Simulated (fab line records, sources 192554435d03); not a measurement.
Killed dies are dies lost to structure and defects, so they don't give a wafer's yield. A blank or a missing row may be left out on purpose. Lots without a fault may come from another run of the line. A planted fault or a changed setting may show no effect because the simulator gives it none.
Split-lot experiment | flow n5_finfet | 7 lots, 21 wafers read, on a route of 1938 steps

THE SPLIT
At N5_BEOL_M0_ETCH_128 (etches SiCN in CF4/N2, target depth 12 nm, overetch 5.1 nm, time 21.4 s), the setting source_w was moved away from the recipe's 430 W on 6 of the 21 wafers read, by -14.3% to +15.9%. The other wafers ran this setting at the recipe's value.

The reading is taken at the split's own step.

THE READING
rf_vpp_V, in V, at N5_BEOL_M0_ETCH_128 (etches SiCN in CF4/N2, target depth 12 nm, overetch 5.1 nm, time 21.4 s). Fault-free wafers of this fab line usually give 381.9 V, standard deviation 1.9 V.

wafer  | tool, chamber at the split | source_w as run, W | against the recipe | rf_vpp_V, V | against lot-mates on the recipe
L078.4 | rie_diel-03, 2             | 491.1              | +14.2%             | 367.3       | -13.8
L078.5 | rie_diel-03, 0             | 430                | recipe             | 382.5       | -
L078.6 | rie_diel-03, 3             | 430                | recipe             | 379.6       | -
L080.3 | rie_diel-04, 2             | 430                | recipe             | 382.8       | -
L080.4 | rie_diel-04, 1             | 430                | recipe             | 385.3       | -
L080.5 | rie_diel-04, 1             | 430                | recipe             | 384.2       | -
L081.1 | rie_diel-01, 1             | 430                | recipe             | 380.8       | -
L081.2 | rie_diel-01, 2             | 368.3              | -14.3%             | 402.9       | +23.1
L081.5 | rie_diel-01, 3             | 430                | recipe             | 378.8       | -
L084.1 | rie_diel-01, 3             | 488.9              | +13.7%             | 365.1       | -17.6
L084.4 | rie_diel-01, 2             | 430                | recipe             | 382.7       | -
L084.5 | rie_diel-01, 0             | 488.9              | +13.7%             | 365.2       | -17.5
L093.1 | rie_diel-03, 2             | 430                | recipe             | 384.3       | -
L093.3 | rie_diel-03, 3             | 373.8              | -13.1%             | 397.9       | +16.0
L093.6 | rie_diel-03, 3             | 430                | recipe             | 379.5       | -
L096.3 | rie_diel-03, 1             | 430                | recipe             | 379.6       | -
L096.4 | rie_diel-03, 0             | 498.3              | +15.9%             | 363.5       | -15.8
L096.5 | rie_diel-03, 3             | 430                | recipe             | 378.9       | -
L097.1 | rie_diel-03, 0             | 430                | recipe             | 380.8       | -
L097.3 | rie_diel-03, 2             | 430                | recipe             | 385.4       | -
L097.6 | rie_diel-03, 3             | 430                | recipe             | 381.7       | -

THE FIT
A straight line over all 21 wafers: rf_vpp_V changes by -1.22 V for each +1% of source_w; r = -0.97; the points scatter about the line by 2.2 V.
The same after taking each lot's own level away (the mean of its wafers on the recipe; 21 wafers): -1.23 V for each +1%; r = -0.98; scatter 2.1 V.
On that fit, the largest move of source_w shifts the reading by 20 V.
The lots' own levels span 379.25 to 384.10 V, that is 2.6 times the standard deviation above.
So the lot-to-lot level changes the slope little: the two slopes agree.
Check: with one of the wafers moved furthest among these (+15.9%) left out of the fit, the line predicts -19.9 V for it against its lot-mates. It came out at -15.8 V against them.
Tool readings at the split's step, against how far the setting was moved: rf_vpp_V r = -0.97.

THE FILE'S OWN FIT
rf_vpp_V changes by -1.2 V for each +1% of source_w, r = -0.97.
